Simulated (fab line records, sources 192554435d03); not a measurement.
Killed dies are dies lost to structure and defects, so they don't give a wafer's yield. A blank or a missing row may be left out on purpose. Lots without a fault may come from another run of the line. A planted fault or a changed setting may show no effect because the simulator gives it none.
fab line records    flow n5-finfet
record lots=7  wafers=21  last-day=19
route steps=1938 shown FIN_SAQP@125 STI_FIN_REVEAL@207 BEOL_M4@1111 PASSIVATION@1936
lots with no fault: from the same line, run without faults
start-h: the number of hours between the record's first day and the start of the first shown wafer of the lot    wait-h: hours from the lot's prior step to this one    " unchanged from the row above    L1.1+2: a row that stands for several wafers    - either no value or no given start    * or withheld: withheld    < > ~ a bound
route shown NAME@n: NAME is a module with steps in the file, n the number in the route of the first one    usual: the fault-free wafers' mean and standard deviation    same: alike in all rows    chamber/n: place in a boat    sites: per-site readings    _std_site: standard deviation of those values    _edge_site: mean of outer sites minus mean of inner sites    radius-mm: how far each site lies from the wafer's centre    mask NAME#n: copy n    behind: the most recent tool/chamber to have shaped the wafer    hold: the reason the lot was held/the length of the hold in hours/how it ended    device: which transistor (n, p or np) failed to switch    end of line: tests of these same wafers at the route's end    step lacking rows: just its recipe    killed: count of dies lost to structure and defects at first sort (not the wafer's yield)    map: shows each die of a wafer: x if killed, . if not, _ if none is there
set.NAME: the setting that was run; set.NAME@STEP: the one run at that earlier step    model.NAME: the simulator's own value behind a step, which no gauge read
route steps across a sampled set of lots; one table per step, one row per wafer
services: the hour from which a tool's chamber was out of use, counted from the record's first day as start-h (under 0 if before that day), plus the number of hours and why
## steps
# step N5_FIN_SAQP_SPACER1_ALD_24
# recipe material=SiO2  target-thk-a=203  temp-c=300  ald-precursor-family=BDEAS  ald-co-reactant=O2-plasma  pulse-time-s=1  purge-time-s=2  co-reactant-purge-time-s=2  ald-cycles=218  pressure-torr=2
# usual heater-power-w=477/33  precursor-pulse-height-rel=1.000/0.021  susceptor-temp-C=300.00/0.2
lot.wafer  tool        chamber  start-h  wait-h  heater-power-w  precursor-pulse-height-rel  susceptor-temp-C
L922.1     ald-sin-03  2        23.61    0.8     414             1.009                       299.96
L922.4     "           0        "        "       475             0.978                       299.75
L922.6     "           2        "        "       428             1.000                       299.87
L923.2     ald-sin-04  0        31.07    0.5     510             0.983                       300.09
L923.4     "           1        "        "       475             0.989                       299.93
L923.5     "           1        "        "       485             1.012                       299.92
L932.1     ald-sin-04  3        83.71    0.3     507             1.003                       299.76
L932.3     "           2        "        "       465             0.983                       300.29
L932.5     "           0        "        "       510             1.022                       299.54
L934.1     ald-sin-03  2        95.15    0.3     425             0.996                       300.09
L934.2     "           0        "        "       463             1.001                       300.13
L934.3     "           3        "        "       495             1.016                       300.18
L941.2     ald-sin-03  1        137.07   0.3     457             0.970                       299.86
L941.4     "           3        "        "       492             1.029                       299.83
L941.6     "           0        "        "       464             1.013                       300.03
L944.1     ald-sin-03  1        155.24   0.3     462             0.999                       299.92
L944.3     "           3        "        "       498             0.992                       300.14
L944.4     "           0        "        "       477             1.044                       300.34
L945.1     ald-sin-02  1        161.16   0.5     484             1.017                       300.20
L945.3     "           0        "        "       436             0.977                       300.08
L945.6     "           1        "        "       482             0.998                       300.11
# step N5_FIN_SAQP_SPACER2_ALD_28
# recipe material=SiO2  target-thk-a=81  temp-c=300  ald-precursor-family=BDEAS  ald-co-reactant=O2-plasma  pulse-time-s=1  purge-time-s=2  co-reactant-purge-time-s=2  pressure-torr=2
# usual heater-power-w=482/33  precursor-pulse-height-rel=0.998/0.019  susceptor-temp-C=300.00/0.19
lot.wafer  tool        chamber  start-h  wait-h  heater-power-w  precursor-pulse-height-rel  susceptor-temp-C
L922.1     ald-sin-03  3        27.51    2.0     503             0.977                       299.72
L922.4     "           0        "        "       463             1.027                       299.91
L922.6     "           3        "        "       494             1.019                       299.82
L923.2     ald-sin-02  1        33.92    0.5     475             1.036                       299.68
L923.4     "           2        "        "       562             0.988                       300.15
L923.5     "           1        "        "       474             0.993                       299.83
L932.1     ald-sin-04  3        85.65    0.1     497             1.006                       299.99
L932.3     "           1        "        "       482             0.995                       300.17
L932.5     "           2        "        "       466             0.957                       299.72
L934.1     ald-sin-03  1        97.35    0.1     457             1.019                       299.83
L934.2     "           0        "        "       490             0.992                       299.85
L934.3     "           2        "        "       425             1.001                       300.03
L941.2     ald-sin-03  3        139.34   0.1     495             0.981                       299.90
L941.4     "           2        "        "       431             1.003                       299.98
L941.6     "           0        "        "       476             1.021                       300.20
L944.1     ald-sin-03  0        157.85   0.7     470             1.004                       299.95
L944.3     "           1        "        "       468             1.008                       299.76
L944.4     "           2        "        "       420             0.970                       299.85
L945.1     ald-sin-04  1        163.11   0.1     485             1.009                       300.01
L945.3     "           2        "        "       468             0.989                       300.22
L945.6     "           0        "        "       508             0.981                       300.07
# step N5_FIN_SAQP_CD_MEAS_31
# recipe target-cd-nm=8  landing-energy-ev=1000  detector=se-inlens  polarity=line
# usual cd-nm=8.12/0.23
lot.wafer  tool       chamber  start-h  wait-h  cd-nm
L922.1     cd-sem-01  0        28.04    0.1     8.26
L922.4     "          0        "        "       8.06
L922.6     "          0        "        "       7.93
L923.2     cd-sem-02  0        34.48    0.1     8.35
L923.4     "          0        "        "       8.30
L923.5     "          0        "        "       8.35
L932.1     cd-sem-01  0        86.19    0.1     8.64
L932.3     "          0        "        "       8.59
L932.5     "          0        "        "       8.36
L934.1     cd-sem-01  0        97.87    0.1     8.29
L934.2     "          0        "        "       8.35
L934.3     "          0        "        "       8.29
L941.2     cd-sem-02  0        139.87   0.1     10.83
L941.4     "          0        "        "       8.15
L941.6     "          0        "        "       8.11
L944.1     cd-sem-01  0        158.37   0.1     10.28
L944.3     "          0        "        "       8.06
L944.4     "          0        "        "       8.05
L945.1     cd-sem-03  0        163.63   0.1     8.15
L945.3     "          0        "        "       8.16
L945.6     "          0        "        "       8.09
# step N5_FIN_SAQP_HM_OPEN_33
# recipe chemistry=CH3F/O2  target=SiNx  mask-material=SiO2  target-depth-a=494  time-s=70.6  pressure-mtorr=30  source-w=395  bias-w=73  Ar_flow_sccm=150  CH3F_flow_sccm=30  O2_flow_sccm=20  ion-energy-ev=120  ends=cleared
# usual O2_flow_sccm=19.99/0.059  bias-w=73.02/0.21  drypump-motor-current-A=5.6/0.3  etch-rf-on-time-s=69.6/1.6  oes-product-au=0.67/0.067  rf-fwd-power-W=391.4/1.6  rf-vpp-V=297/6.1  showerhead-plenum-p-Torr=2.04/0.053  throttle-valve-pct=16.4/0.33
lot.wafer  tool         chamber  start-h  wait-h  O2_flow_sccm  bias-w  drypump-motor-current-A  etch-rf-on-time-s  oes-product-au  rf-fwd-power-W  rf-hours-counter-h  rf-vpp-V  showerhead-plenum-p-Torr  throttle-valve-pct
L922.1     rie-diel-03  0        28.09    0.0     20.09         72.97   5.3                      69.5               0.61            390.1           195                 298       2.09                      16.8
L922.4     "            3        "        "       19.89         72.91   5.1                      70.5               0.67            392.4           109                 296       2.02                      16.3
L922.6     "            2        "        "       19.93         73.01   6.3                      73.0               0.64            390.5           -                   299       2.00                      16.3
L923.2     rie-diel-06  2        34.52    0.0     19.98         73.00   5.5                      67.6               0.76            389.8           38                  303       2.03                      16.2
L923.4     "            0        "        "       19.98         73.13   5.9                      69.7               0.78            388.1           23                  290       1.95                      16.0
L923.5     "            2        "        "       19.94         73.17   5.5                      69.1               0.76            390.7           -                   302       2.03                      16.2
L932.1     rie-diel-03  3        86.24    0.0     19.96         73.05   5.1                      70.0               0.65            391.3           129                 295       2.01                      16.3
L932.3     "            2        "        "       19.96         72.97   6.3                      69.8               0.63            391.8           169                 300       1.99                      16.4
L932.5     "            3        "        "       20.05         73.20   5.1                      71.1               0.65            390.2           -                   297       2.01                      16.3
L934.1     rie-diel-03  2        97.92    0.0     19.96         72.86   6.3                      71.9               0.62            393.8           173                 299       1.99                      16.4
L934.2     "            1        "        "       20.06         72.84   5.8                      70.0               0.69            392.4           87                  306       2.02                      16.2
L934.3     "            0        "        "       19.95         73.21   5.3                      70.5               0.60            393.2           221                 298       2.08                      16.9
L941.2     rie-diel-01  1        139.91   0.0     19.94         73.09   5.5                      69.5               0.66            388.8           161                 299       2.08                      16.5
L941.4     "            2        "        "       20.03         72.96   5.7                      72.7               0.59            391.7           217                 302       2.06                      16.7
L941.6     "            1        "        "       20.01         72.94   5.5                      70.1               0.65            390.2           -                   298       2.08                      16.5
L944.1     rie-diel-06  3        158.42   0.0     19.99         73.19   5.1                      69.6               0.61            391.2           174                 283       2.09                      16.8
L944.3     "            2        "        "       19.94         72.84   5.5                      69.2               0.71            391.0           73                  302       2.02                      16.3
L944.4     "            1        "        "       20.04         73.19   5.6                      71.8               0.62            390.4           222                 291       2.05                      16.7
L945.1     rie-diel-03  3        163.82   0.2     20.10         73.19   5.1                      69.4               0.63            390.3           158                 294       2.00                      16.4
L945.3     "            0        "        "       19.92         72.73   5.3                      68.5               0.59            392.9           243                 298       2.07                      16.9
L945.6     "            0        "        "       19.84         73.14   5.3                      71.5               0.59            393.7           -                   299       2.07                      16.9
# step N5_FIN_SAQP_ETCH_34
# recipe chemistry=C4F6/O2  target=SiO2  target-depth-a=450  time-s=15  ion-energy-ev=250  pressure-mtorr=30  source-w=345  bias-w=185  Ar_flow_sccm=300  C4F6_flow_sccm=10  O2_flow_sccm=10  ends=cleared
# usual O2_flow_sccm=10.001/0.03  bias-w=185.0/0.56  drypump-motor-current-A=5.6/0.3  etch-rf-on-time-s=15.04/0.24  oes-product-au=0.67/0.067  rf-fwd-power-W=336.6/1  rf-vpp-V=664/14  showerhead-plenum-p-Torr=2.90/0.072  throttle-valve-pct=21.1/0.34
lot.wafer  tool         chamber  start-h  wait-h  O2_flow_sccm  bias-w  drypump-motor-current-A  etch-rf-on-time-s  oes-product-au  rf-fwd-power-W  rf-hours-counter-h  rf-vpp-V  showerhead-plenum-p-Torr  throttle-valve-pct
L922.1     rie-diel-03  0        28.15    0.0     9.984         184.2   5.3                      15.17              0.61            337.1           195                 669       2.97                      21.6
L922.4     "            3        "        "       9.995         185.3   5.1                      14.90              0.67            337.1           109                 661       2.86                      21.0
L922.6     "            2        "        "       9.950         184.6   6.3                      15.39              0.64            336.4           -                   672       2.84                      21.0
L923.2     rie-diel-06  2        34.59    0.0     10.013        185.3   5.5                      14.62              0.76            337.5           38                  677       2.89                      21.0
L923.4     "            0        "        "       10.063        184.1   5.9                      14.74              0.78            336.7           23                  653       2.78                      20.7
L923.5     "            2        "        "       10.009        185.4   5.5                      14.71              0.75            337.2           -                   676       2.89                      21.0
L932.1     rie-diel-03  3        86.31    0.0     10.005        184.5   5.1                      15.04              0.65            336.6           129                 660       2.85                      21.0
L932.3     "            2        "        "       9.974         185.0   6.3                      15.40              0.63            335.2           169                 671       2.83                      21.0
L932.5     "            3        "        "       10.027        184.5   5.1                      14.93              0.64            337.0           -                   661       2.85                      21.0
L934.1     rie-diel-03  2        97.99    0.0     10.016        185.2   6.3                      15.36              0.63            337.6           173                 673       2.83                      21.0
L934.2     "            1        "        "       9.997         184.9   5.8                      14.93              0.68            336.8           87                  685       2.87                      20.9
L934.3     "            0        "        "       9.996         184.3   5.3                      14.92              0.60            336.5           221                 669       2.95                      21.6
L941.2     rie-diel-01  1        139.98   0.0     10.012        186.2   5.5                      14.95              0.66            337.1           161                 669       2.95                      21.2
L941.4     "            2        "        "       9.999         184.9   5.7                      15.36              0.59            335.4           217                 679       2.93                      21.4
L941.6     "            1        "        "       10.017        184.6   5.5                      15.02              0.66            336.2           -                   669       2.95                      21.2
L944.1     rie-diel-06  3        158.49   0.0     10.028        185.5   5.2                      15.32              0.62            336.8           174                 635       2.98                      21.6
L944.3     "            2        "        "       9.985         185.8   5.5                      14.90              0.71            335.8           73                  677       2.87                      21.1
L944.4     "            1        "        "       10.019        184.9   5.6                      15.22              0.61            336.5           222                 650       2.91                      21.4
L945.1     rie-diel-03  3        163.89   0.0     9.968         185.7   5.1                      15.21              0.62            338.3           158                 659       2.84                      21.0
L945.3     "            0        "        "       9.996         184.8   5.3                      15.29              0.58            336.1           243                 667       2.94                      21.7
L945.6     "            0        "        "       9.988         185.1   5.3                      15.22              0.58            335.3           -                   669       2.94                      21.6
# step N5_STI_FIN_REVEAL_CD_MEAS_22
# recipe target-cd-nm=6.238  pitch-nm=28  polarity=line
# usual cd-nm=6.23/0.22
lot.wafer  tool       chamber  start-h  wait-h  cd-nm
L922.1     cd-sem-03  -        38.93    0.0     6.47
L922.4     "          -        "        "       6.33
L922.6     "          -        "        "       5.88
L923.2     cd-sem-02  -        45.37    0.0     6.15
L923.4     "          -        "        "       6.31
L923.5     "          -        "        "       6.27
L932.1     cd-sem-03  -        98.35    0.0     6.21
L932.3     "          -        "        "       6.44
L932.5     "          -        "        "       6.19
L934.1     cd-sem-01  -        109.01   0.0     6.62
L934.2     "          -        "        "       6.42
L934.3     "          -        "        "       6.27
L941.2     cd-sem-01  -        151.05   0.0     8.90
L941.4     "          -        "        "       6.00
L941.6     "          -        "        "       6.43
L944.1     cd-sem-03  -        168.87   0.0     9.03
L944.3     "          -        "        "       6.08
L944.4     "          -        "        "       6.40
L945.1     cd-sem-02  -        174.89   0.0     6.11
L945.3     "          -        "        "       6.31
L945.6     "          -        "        "       6.21
# step N5_BEOL_M4_RC_MEAS_101
# usual DIBL_N=36.1/1.6  DIBL_P=35.7/1.8  IOFF_N=0.159/0.027  IOFF_N_85C=3.1/0.44  IOFF_N_LIN=0.073/0.0097  IOFF_P=0.21/0.03  IOFF_P_85C=3.6/0.43  IOFF_P_LIN=0.100/0.011  ION_N=673/10  ION_P=462/7.4  SS_N=71.4/0.56  SS_P=73.2/0.61  VT_N=249.7/3  VT_N_LVT=98.3/2.8  VT_P=-250/3.1  VT_P_LVT=-98.4/2.7
lot.wafer  tool       chamber  start-h  wait-h  DIBL_N[mV/V]  DIBL_P[mV/V]  IOFF_N[nA/um]  IOFF_N_85C[nA/um]  IOFF_N_LIN[nA/um]  IOFF_P[nA/um]  IOFF_P_85C[nA/um]  IOFF_P_LIN[nA/um]  ION_N[uA/um]  ION_P[uA/um]  SS_N[mV/dec]  SS_P[mV/dec]  VT_N[mV]  VT_N_LVT[mV]  VT_P[mV]  VT_P_LVT[mV]
L922.1     prober-01  0        166.24   0.0     33.2          33.2          0.118          2.5                0.059              0.19           3.3                0.095              664           460           70.7          72.6          253.6     102.1         -248      -97.6
L922.4     "          0        "        "       34.0          35.0          0.134          2.8                0.064              0.22           3.8                0.106              661           466           71.5          73.1          251.4     99.9          -249      -96.3
L922.6     "          0        "        "       32.9          32.9          0.122          2.6                0.061              0.19           3.3                0.094              661           459           71.3          72.2          250.9     100.3         -250      -98.6
L923.2     prober-01  0        171.56   0.2     37.4          38.9          0.206          3.8                0.094              0.25           4.1                0.107              692           463           72.8          74.3          244.1     92.8          -251      -98.5
L923.4     "          0        "        "       34.4          35.6          0.145          2.9                0.071              0.19           3.4                0.092              676           462           71.5          73.1          248.1     98.1          -254      -100.3
L923.5     "          0        "        "       35.2          35.5          0.154          3.0                0.072              0.19           3.3                0.089              664           451           71.9          72.6          248.0     98.2          -255      -101.5
L932.1     prober-02  0        227.29   0.0     37.7          36.6          0.169          3.3                0.076              0.22           3.9                0.105              674           460           71.1          73.6          249.1     100.5         -251      -99.4
L932.3     "          0        "        "       37.4          37.4          0.162          3.2                0.075              0.24           4.2                0.112              676           470           71.4          72.9          249.4     99.0          -247      -98.4
L932.5     "          0        "        "       36.4          35.7          0.149          3.0                0.070              0.21           3.8                0.103              675           462           71.5          73.1          248.8     100.2         -248      -100.6
L934.1     prober-01  0        237.41   0.0     38.7          37.3          0.185          3.6                0.081              0.24           4.0                0.109              683           466           71.8          73.4          248.5     96.7          -250      -95.9
L934.2     "          0        "        "       37.7          36.7          0.170          3.4                0.076              0.22           3.8                0.103              676           463           71.8          74.3          249.2     96.9          -248      -96.9
L934.3     "          0        "        "       36.6          34.5          0.151          3.0                0.066              0.19           3.3                0.092              654           450           71.3          73.6          253.6     100.0         -251      -99.4
L941.2     prober-02  0        282.93   0.2     54.0          57.0          1.560          20.7               0.493              1.15           15.3               0.335              783           509           75.2          78.7          213.6     63.2          -227      -77.0
L941.4     "          0        "        "       34.7          31.6          0.118          2.4                0.056              0.15           2.9                0.079              643           447           71.4          72.4          254.1     104.9         -255      -103.8
L941.6     "          0        "        "       36.6          34.2          0.154          3.0                0.070              0.19           3.4                0.091              677           460           70.9          73.1          250.6     100.4         -256      -100.2
L945.1     prober-02  0        328.91   0.0     34.9          33.0          0.124          2.5                0.062              0.19           3.2                0.094              667           465           70.6          72.9          250.1     101.3         -249      -98.3
L945.3     "          0        "        "       40.0          39.2          0.210          3.8                0.092              0.30           4.7                0.128              684           473           71.4          75.1          246.3     94.7          -246      -93.1
L945.6     "          0        "        "       37.2          35.1          0.147          2.9                0.070              0.23           3.8                0.107              675           478           70.6          73.6          249.8     98.9          -248      -96.3
L944.1     prober-01  0        341.71   0.0     51.3          57.1          1.556          20.4               0.494              1.32           17.5               0.407              784           520           74.6          78.7          209.1     59.2          -220      -72.1
L944.3     "          0        "        "       34.7          33.7          0.139          2.7                0.066              0.20           3.6                0.104              670           468           70.9          72.1          251.6     98.4          -245      -96.0
L944.4     "          0        "        "       36.7          36.9          0.201          3.7                0.090              0.26           4.4                0.125              694           482           71.0          73.1          243.3     91.3          -242      -92.5
# step N5_PASSIVATION_PROBE_49
# usual defect-limited-yield=91.0/1.3  killed_at_M0_to_M3=33/10  killed_at_M4_up=14/5.6  killed-at-contacts=12/5.8  killed-at-front-end=43/11  killed-at-other=4.1/2.8  killed-dies=106/15  killed-open=70/12  killed-short=34/7.5  sort_bin_4_leakage=0.00/0.0099  sort_bin_5_function=5.3/0.88  sort_bin_6_memory=3.3/0.64  sort-n-pass=1074/15  sort-yield-pct=91.0/1.3
# same gross-dies=1180  killed-at-back-side=0  sort_bin_8_speed[%]=0
lot.wafer  tool       chamber  start-h  wait-h  defect-limited-yield[%]  killed_at_M0_to_M3  killed_at_M4_up  killed-at-contacts  killed-at-front-end  killed-at-other  killed-dies  killed-open  killed-short  sort_bin_4_leakage[%]  sort_bin_5_function[%]  sort_bin_6_memory[%]  sort-n-pass  sort-yield-pct[%]
L941.2     prober-02  -        380.21   0.1     91.9                     40                  6                13                  34                   2                95           61           30            91.95                  4.9                     2.5                   0            0
L941.4     prober-02  -        380.31   0.2     93.3                     21                  8                19                  26                   5                79           60           19            0                      3.2                     3.3                   1101         93.3
L941.6     prober-02  -        380.41   0.3     92.2                     33                  6                22                  31                   0                92           59           30            0                      4.7                     2.6                   1088         92.2
L944.1     prober-01  -        449.96   0.0     91.2                     40                  7                18                  34                   5                104          62           40            91.19                  5.2                     3.1                   0            0
L944.3     prober-01  -        450.06   0.1     93.5                     27                  9                5                   30                   6                77           47           25            0                      4.2                     2.0                   1103         93.5
L944.4     prober-01  -        450.11   0.2     91.8                     32                  12               22                  28                   3                97           68           27            0                      4.8                     3.1                   1083         91.8
# killed by level:class
L941.2 MOL_CONTACT_COAG:geometric-particle:open=12 STI_FIN_REVEAL:geometric-particle:open=11 BEOL_M0_SAQP:geometric-particle:short=10 FIN_SAQP:geometric-particle:short=9 BEOL_M0_SAQP:geometric-particle:open=8 BEOL_M1:geometric-particle:open=8 BEOL_M3:geometric-particle:open=7 GATE_CUT:geometric-particle:short=3
L941.4 MOL_CONTACT_COAG:geometric-particle:open=16 BEOL_M3:geometric-particle:open=7 BEOL_M0_SAQP:geometric-particle:open=5 FIN_SAQP:geometric-particle:open=4 STI_FIN_REVEAL:geometric-particle:open=4 DUMMY_GATE:geometric-particle:open=4 BEOL_M1:geometric-particle:open=4 DUMMY_GATE:geometric-particle:short=3
L941.6 MOL_CONTACT_COAG:geometric-particle:open=18 BEOL_M0_SAQP:geometric-particle:open=10 BEOL_M0_SAQP:geometric-particle:short=6 STI_FIN_REVEAL:geometric-particle:open=5 MOL_CONTACT_COAG:geometric-particle:short=4 BEOL_M1:geometric-particle:open=4 BEOL_M3:geometric-particle:open=4 BEOL_M4:geometric-particle:open=4
L944.1 BEOL_M0_SAQP:geometric-particle:short=13 MOL_CONTACT_COAG:geometric-particle:open=12 BEOL_M0_SAQP:geometric-particle:open=8 FIN_SAQP:geometric-particle:short=6 FIN_SAQP:geometric-particle:open=6 BEOL_M2:geometric-particle:open=6 MOL_CONTACT_COAG:geometric-particle:short=6 BEOL_M3:geometric-particle:open=6
L944.3 STI_FIN_REVEAL:geometric-particle:open=13 BEOL_M1:geometric-particle:open=8 BEOL_M0_SAQP:geometric-particle:open=7 FIN_SAQP:geometric-particle:short=5 MOL_CONTACT_COAG:geometric-particle:open=5 BEOL_M0_SAQP:geometric-particle:short=5 BEOL_M3:geometric-particle:short=4 BEOL_M8:geometric-particle:open=4
L944.4 MOL_CONTACT_COAG:geometric-particle:open=20 BEOL_M0_SAQP:geometric-particle:short=7 BEOL_M0_SAQP:geometric-particle:open=7 STI_FIN_REVEAL:geometric-particle:open=5 DUMMY_GATE:geometric-particle:open=5 BEOL_M3:geometric-particle:open=5 BEOL_M4:geometric-particle:open=5 FIN_SAQP:geometric-particle:short=4
## services
tool         chamber  start-h  hours  kind
ald-sin-02   0        7.90     -      clean
ald-sin-02   1        7.90     -      clean
ald-sin-02   2        7.90     -      clean
ald-sin-02   3        7.90     -      clean
rie-diel-06  -        10.35    1.0    repair
ald-sin-04   -        16.13    14.6   pm
rie-diel-01  1        18.87    14.0   repair
rie-diel-03  -        32.33    1.6    repair
rie-diel-01  3        33.81    -      clean
rie-diel-01  3        33.81    -      consumable-replace:focus-ring
rie-diel-01  3        33.81    18.1   scheduled-down
rie-diel-01  3        33.81    18.1   vent-cycle
ald-sin-02   -        43.57    0.6    repair
ald-sin-04   -        52.34    0.8    repair
ald-sin-04   0        68.83    2.1    repair
rie-diel-01  2        87.98    4.9    repair
rie-diel-01  3        105.08   9.1    repair
rie-diel-01  0        113.19   5.2    repair
rie-diel-06  2        113.32   8.0    repair
ald-sin-03   1        114.06   7.8    repair
ald-sin-02   -        144.29   6.0    pm
rie-diel-06  2        144.85   12.2   repair
ald-sin-03   -        162.30   6.1    pm
## key
first-sign step=N5_FIN_SAQP_CD_MEAS_31  reading=cd-nm  direction=up  sigmas=11  usual=8.12  struck=10.56
effect step=N5_STI_FIN_REVEAL_CD_MEAS_22  reading=cd-nm  direction=up  sigmas=12  usual=6.23  struck=8.97
effect step=N5_BEOL_M4_RC_MEAS_101  reading=IOFF_N  direction=up  sigmas=51  usual=0.159  struck=1.558
effect step=N5_BEOL_M4_RC_MEAS_101  reading=IOFF_N_LIN  direction=up  sigmas=43  usual=0.073  struck=0.493
effect step=N5_BEOL_M4_RC_MEAS_101  reading=IOFF_N_85C  direction=up  sigmas=40  usual=3.1  struck=20.6
effect step=N5_BEOL_M4_RC_MEAS_101  reading=IOFF_P  direction=up  sigmas=34  usual=0.21  struck=1.24
effect step=N5_BEOL_M4_RC_MEAS_101  reading=IOFF_P_85C  direction=up  sigmas=30  usual=3.6  struck=16.4
effect step=N5_BEOL_M4_RC_MEAS_101  reading=IOFF_P_LIN  direction=up  sigmas=24  usual=0.100  struck=0.371
effect step=N5_BEOL_M4_RC_MEAS_101  reading=VT_N_LVT  direction=down  sigmas=13  usual=98.3  struck=61.2
effect step=N5_BEOL_M4_RC_MEAS_101  reading=VT_N  direction=down  sigmas=13  usual=249.7  struck=211.4
effect step=N5_BEOL_M4_RC_MEAS_101  reading=DIBL_P  direction=up  sigmas=12  usual=35.7  struck=57.0
effect step=N5_BEOL_M4_RC_MEAS_101  reading=DIBL_N  direction=up  sigmas=11  usual=36.1  struck=52.6
effect step=N5_BEOL_M4_RC_MEAS_101  reading=ION_N  direction=up  sigmas=11  usual=673  struck=784
effect step=N5_BEOL_M4_RC_MEAS_101  reading=SS_P  direction=up  sigmas=9.1  usual=73.2  struck=78.7
effect step=N5_PASSIVATION_PROBE_49  reading=sort_bin_4_leakage  direction=up  sigmas=99+  usual=0.00  struck=91.57
met-at N5_FIN_SAQP_SPACER2_ALD_28
struck-lots L941,L944
struck-wafers L941.2,L944.1
not-acting-at N5_FIN_SAQP_SPACER1_ALD_24,N5_FIN_SAQP_HM_OPEN_33,N5_FIN_SAQP_ETCH_34
onset-between 97.35 139.34
fault kind=process-parameter-drift  tool=ald-sin-03  chamber=-  onset-h=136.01  steps=N5_FIN_SAQP_SPACER2_ALD_28  channel=target-thk-a  offset=*  shape=step  end-h=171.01  scope=struck-wafers-only  acts-in=*  stated=*
